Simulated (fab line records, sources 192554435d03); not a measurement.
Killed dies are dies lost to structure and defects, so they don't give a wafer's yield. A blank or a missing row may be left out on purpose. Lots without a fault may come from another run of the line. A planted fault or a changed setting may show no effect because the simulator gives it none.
Chamber matching | flow n5_finfet | N5_BEOL_M0_SAQP_STRIP_86 on rie_diel-04: 4 sister chambers
The step strips in N2/H2. 8 wafers are shown with their chamber, then 9 later ones without.

WAFERS WITH THEIR CHAMBER
wafer  | chamber | showerhead_plenum_p_Torr (Torr) | throttle_valve_pct (%)
L074.5 | 1       | 3.50                            | 19.02
L079.4 | 1       | 3.49                            | 19.03
L079.6 | 0       | 3.18                            | 19.00
L081.3 | 2       | 3.35                            | 18.78
L081.5 | 3       | 3.48                            | 18.39
L086.1 | 3       | 3.47                            | 18.43
L086.3 | 2       | 3.35                            | 18.83
L086.4 | 0       | 3.17                            | 19.02

WAFERS WITHOUT THEIR CHAMBER
wafer  | showerhead_plenum_p_Torr (Torr) | throttle_valve_pct (%)
L092.1 | 3.34                            | 18.84
L092.2 | 3.47                            | 18.40
L092.4 | 3.17                            | 19.05
L096.1 | 3.16                            | 19.06
L096.2 | 3.48                            | 19.08
L096.3 | 3.34                            | 18.86
L096.4 | 3.46                            | 18.46
L096.5 | 3.34                            | 18.82
L096.6 | 3.46                            | 18.43

WHICH CHAMBER EACH WENT THROUGH
wafer  | from the rows above | in truth
L092.1 | 2                   | 2
L092.2 | 3                   | 3
L092.4 | 0                   | 0
L096.1 | 0                   | 0
L096.2 | 1                   | 1
L096.3 | 2                   | 2
L096.4 | 3                   | 3
L096.5 | 2                   | 2
L096.6 | 3                   | 3
Placed correctly: 9 of 9. Can't be placed from these rows: 0. Placed wrongly: 0.
How it was worked out, from the rows above alone: a wafer's distance from a chamber is the root of the sum, over the readings, of the square of ((its reading less the chamber's mean) divided by the reading's scatter). The wafer belongs to the nearest chamber; if the next one is less than 2 further off, it can't be placed. A chamber's mean is the mean of its shown wafers. The scatter: the root of (the sum of the squares of (reading less its chamber's mean) over the shown wafers, divided by (wafers less chambers)).
